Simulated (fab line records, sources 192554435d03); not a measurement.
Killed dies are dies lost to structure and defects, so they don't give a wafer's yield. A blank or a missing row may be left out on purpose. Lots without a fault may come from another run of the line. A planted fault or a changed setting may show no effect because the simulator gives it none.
Chamber matching | flow n5_finfet | N5_FIN_SAQP_DESCUM_21 on rie_diel-02: 4 sister chambers
The step chemistry O2, time 7.9 s. 8 wafers are shown with their chamber, then 8 later ones without.

WAFERS WITH THEIR CHAMBER
wafer  | chamber | showerhead_plenum_p_Torr (Torr) | drypump_motor_current_A (A)
L091.2 | 1       | 1.98                            | 6.2
L091.3 | 2       | 2.21                            | 6.0
L091.5 | 1       | 1.98                            | 6.2
L091.6 | 0       | 2.01                            | 6.4
L092.2 | 2       | 2.20                            | 6.0
L092.4 | 0       | 2.01                            | 6.4
L092.6 | 3       | 2.13                            | 6.3
L093.2 | 3       | 2.13                            | 6.4

WAFERS WITHOUT THEIR CHAMBER
wafer  | showerhead_plenum_p_Torr (Torr) | drypump_motor_current_A (A)
L093.3 | 2.00                            | 6.4
L093.6 | 2.20                            | 6.0
L096.1 | 2.00                            | 6.4
L096.4 | 2.12                            | 6.4
L096.5 | 2.20                            | 6.0
L097.1 | 2.00                            | 6.4
L097.3 | 2.12                            | 6.3
L097.6 | 2.20                            | 6.0

WHICH CHAMBER EACH WENT THROUGH
wafer  | from the rows above | in truth
L093.3 | 0                   | 0
L093.6 | 2                   | 2
L096.1 | 0                   | 0
L096.4 | 3                   | 3
L096.5 | 2                   | 2
L097.1 | 0                   | 0
L097.3 | 3                   | 3
L097.6 | 2                   | 2
Placed correctly: 8 of 8. Can't be placed from these rows: 0. Placed wrongly: 0.
How it was worked out, from the rows above alone: a wafer's distance from a chamber is the root of the sum, over the readings, of the square of ((its reading less the chamber's mean) divided by the reading's scatter). The wafer belongs to the nearest chamber; if the next one is less than 2 further off, it can't be placed. A chamber's mean is the mean of its shown wafers. The scatter: the root of (the sum of the squares of (reading less its chamber's mean) over the shown wafers, divided by (wafers less chambers)).
